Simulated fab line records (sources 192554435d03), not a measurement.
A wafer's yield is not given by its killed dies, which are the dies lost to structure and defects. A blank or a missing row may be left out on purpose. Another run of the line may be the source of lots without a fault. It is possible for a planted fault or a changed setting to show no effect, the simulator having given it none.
Split-lot experiment :: flow n5 finfet :: 21 wafers read from 7 lots, route of 1938 steps

== ABOUT THE SPLIT ==
At N5_BEOL_M8_COAT_05 (resist thk 90 nm), the setting spin rpm was moved away from the recipe's 1500 rpm on 4 of the 21 wafers read, by -5.9% to +11.0%. The other wafers ran this setting at the recipe's value.

== FROM THE SPLIT TO THE READING: what the file shows between them, 6 steps ==
- N5_BEOL_M8_EBR_07
- N5_BEOL_M8_SOFTBAKE_06: time 60 s
- N5_BEOL_M8_EXPOSE_08: exposes mask M8
- N5_BEOL_M8_PEB_09: peb time 60 s
- N5_BEOL_M8_DEVELOP_10: develop time 30 s
- N5_BEOL_M8_DESCUM_16: chemistry O2, time 7.9 s (also split here: time s)

== THE READING ==
CAR-ArF_of_BEOL_M8_COAT_05.thk nm (the simulator's own value, which no gauge read), in nm, at N5_BEOL_M8_ETCH_61 (etches SiARC in CF4, target depth 45.5 nm, time 75.8 s). No usual value for it is given in the file. Here, 17 wafers ran the recipe; their average is 51.2 nm with a standard deviation of 0.69 nm.

wafer: L081.2
tool, chamber at the split: litho track-01, 0
spin rpm as run, rpm: 1500
against the recipe: recipe
CAR-ArF_of_BEOL_M8_COAT_05.thk nm, nm: 52
against lot-mates on the recipe: -

wafer: L081.4
tool, chamber at the split: litho track-01, 0
spin rpm as run, rpm: 1500
against the recipe: recipe
CAR-ArF_of_BEOL_M8_COAT_05.thk nm, nm: 52
against lot-mates on the recipe: -

wafer: L081.5
tool, chamber at the split: litho track-01, 0
spin rpm as run, rpm: 1500
against the recipe: recipe
CAR-ArF_of_BEOL_M8_COAT_05.thk nm, nm: 51
against lot-mates on the recipe: -

wafer: L083.2
tool, chamber at the split: litho track-03, 0
spin rpm as run, rpm: 1665
against the recipe: +11.0%
CAR-ArF_of_BEOL_M8_COAT_05.thk nm, nm: 46
against lot-mates on the recipe: -4.8

wafer: L083.3
tool, chamber at the split: litho track-03, 0
spin rpm as run, rpm: 1500
against the recipe: recipe
CAR-ArF_of_BEOL_M8_COAT_05.thk nm, nm: 51
against lot-mates on the recipe: -

wafer: L083.6
tool, chamber at the split: litho track-03, 0
spin rpm as run, rpm: 1500
against the recipe: recipe
CAR-ArF_of_BEOL_M8_COAT_05.thk nm, nm: 50.6
against lot-mates on the recipe: -

wafer: L082.2
tool, chamber at the split: litho track-05, 0
spin rpm as run, rpm: 1500
against the recipe: recipe
CAR-ArF_of_BEOL_M8_COAT_05.thk nm, nm: 50.8
against lot-mates on the recipe: -

wafer: L082.3
tool, chamber at the split: litho track-05, 0
spin rpm as run, rpm: 1500
against the recipe: recipe
CAR-ArF_of_BEOL_M8_COAT_05.thk nm, nm: 51
against lot-mates on the recipe: -

wafer: L082.5
tool, chamber at the split: litho track-05, 0
spin rpm as run, rpm: 1500
against the recipe: recipe
CAR-ArF_of_BEOL_M8_COAT_05.thk nm, nm: 51.2
against lot-mates on the recipe: -

wafer: L086.1
tool, chamber at the split: litho track-01, 0
spin rpm as run, rpm: 1500
against the recipe: recipe
CAR-ArF_of_BEOL_M8_COAT_05.thk nm, nm: 50.8
against lot-mates on the recipe: -

wafer: L086.3
tool, chamber at the split: litho track-01, 0
spin rpm as run, rpm: 1500
against the recipe: recipe
CAR-ArF_of_BEOL_M8_COAT_05.thk nm, nm: 51.8
against lot-mates on the recipe: -

wafer: L086.5
tool, chamber at the split: litho track-01, 0
spin rpm as run, rpm: 1500
against the recipe: recipe
CAR-ArF_of_BEOL_M8_COAT_05.thk nm, nm: 52
against lot-mates on the recipe: -

wafer: L087.1
tool, chamber at the split: litho track-03, 0
spin rpm as run, rpm: 1412
against the recipe: -5.9%
CAR-ArF_of_BEOL_M8_COAT_05.thk nm, nm: 53.8
against lot-mates on the recipe: +3.9

wafer: L087.4
tool, chamber at the split: litho track-03, 0
spin rpm as run, rpm: 1500
against the recipe: recipe
CAR-ArF_of_BEOL_M8_COAT_05.thk nm, nm: 50
against lot-mates on the recipe: -

wafer: L087.5
tool, chamber at the split: litho track-03, 0
spin rpm as run, rpm: 1500
against the recipe: recipe
CAR-ArF_of_BEOL_M8_COAT_05.thk nm, nm: 49.8
against lot-mates on the recipe: -

wafer: L092.1
tool, chamber at the split: litho track-05, 0
spin rpm as run, rpm: 1500
against the recipe: recipe
CAR-ArF_of_BEOL_M8_COAT_05.thk nm, nm: 51.4
against lot-mates on the recipe: -

wafer: L092.2
tool, chamber at the split: litho track-05, 0
spin rpm as run, rpm: 1500
against the recipe: recipe
CAR-ArF_of_BEOL_M8_COAT_05.thk nm, nm: 52.4
against lot-mates on the recipe: -

wafer: L092.5
tool, chamber at the split: litho track-05, 0
spin rpm as run, rpm: 1500
against the recipe: recipe
CAR-ArF_of_BEOL_M8_COAT_05.thk nm, nm: 51.2
against lot-mates on the recipe: -

wafer: L096.1
tool, chamber at the split: litho track-05, 0
spin rpm as run, rpm: 1453
against the recipe: -3.1%
CAR-ArF_of_BEOL_M8_COAT_05.thk nm, nm: 52.4
against lot-mates on the recipe: +1.0

wafer: L096.2
tool, chamber at the split: litho track-05, 0
spin rpm as run, rpm: 1500
against the recipe: recipe
CAR-ArF_of_BEOL_M8_COAT_05.thk nm, nm: 51.4
against lot-mates on the recipe: -

wafer: L096.3
tool, chamber at the split: litho track-05, 0
spin rpm as run, rpm: 1453
against the recipe: -3.1%
CAR-ArF_of_BEOL_M8_COAT_05.thk nm, nm: 52.6
against lot-mates on the recipe: +1.2

FIT RESULTS
A straight line over all 21 wafers: CAR-ArF_of_BEOL_M8_COAT_05.thk nm changes by -0.461 nm for each +1% of spin rpm; r = -0.91; the points scatter about the line by 0.65 nm.
The same after taking each lot's own level away (the mean of its wafers on the recipe; 21 wafers): -0.471 nm for each +1%; r = -0.95; scatter 0.47 nm.
The reading moves by 5.2 nm for the largest change in spin rpm, on that fit.
From 49.90 to 51.67 nm: that is the span of the lots' own levels, equal to 2.6 times the standard deviation above.
Hence the lot-to-lot level has little effect on the slope; both slopes agree.
Check: for one of the wafers moved furthest among these (+11.0%), held out of the fit, the line's prediction against its lot-mates is -6.18 nm. Against them it came out at -4.8 nm.

== THE OTHER SPLITS THESE WAFERS WENT THROUGH ==
Before the reading, these wafers also passed through other splits. Each is held against what the fit with the lots' levels taken away leaves over:
other split on the same wafers: N5_BEOL_M5_ALD_86 ald cycles
wafers away from the commonest value: 8
r with CAR-ArF_of_BEOL_M8_COAT_05.thk nm (lot level and that fit taken away): -0.03

other split on the same wafers: N5_BEOL_M7_PECVD_70 temp c
wafers away from the commonest value: 9
r with CAR-ArF_of_BEOL_M8_COAT_05.thk nm (lot level and that fit taken away): +0.29

other split on the same wafers: N5_BEOL_M8_PECVD_70 temp c
wafers away from the commonest value: 4
r with CAR-ArF_of_BEOL_M8_COAT_05.thk nm (lot level and that fit taken away): -0.07

other split on the same wafers: N5_BEOL_M8_COAT_59 spin rpm
wafers away from the commonest value: 4
r with CAR-ArF_of_BEOL_M8_COAT_05.thk nm (lot level and that fit taken away): +0.20

other split on the same wafers: N5_BEOL_M8_DESCUM_16 time s
wafers away from the commonest value: 8
r with CAR-ArF_of_BEOL_M8_COAT_05.thk nm (lot level and that fit taken away): -0.37

== THE WHOLE CHAIN: every reading that the file lists as answering this split, in the file's order ==
step: N5_BEOL_M8_COAT_05
what it does: resist thk 90 nm
reading: CAR-ArF_of_BEOL_M8_COAT_05.thk nm (the simulator's own value, which no gauge read)
change (the file's fit): -0.437 nm for each +1% of the setting
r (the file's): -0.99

step: N5_BEOL_M8_DEVELOP_10
what it does: develop time 30 s
reading: CAR-ArF_of_BEOL_M8_COAT_05.thk nm (the simulator's own value, which no gauge read)
change (the file's fit): -0.432 nm for each +1% of the setting
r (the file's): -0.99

step: N5_BEOL_M8_DESCUM_16
what it does: chemistry O2, time 7.9 s
reading: CAR-ArF_of_BEOL_M8_COAT_05.thk nm (the simulator's own value, which no gauge read)
change (the file's fit): -0.472 nm for each +1% of the setting
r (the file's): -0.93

step: N5_BEOL_M8_ETCH_61
what it does: etches SiARC in CF4, target depth 45.5 nm, time 75.8 s
reading: CAR-ArF_of_BEOL_M8_COAT_05.thk nm (the simulator's own value, which no gauge read)
change (the file's fit): -0.479 nm for each +1% of the setting
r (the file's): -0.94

== THE FILE'S OWN FIT ==
CAR-ArF_of_BEOL_M8_COAT_05.thk nm changes by -0.479 nm for each +1% of spin rpm, r = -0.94.
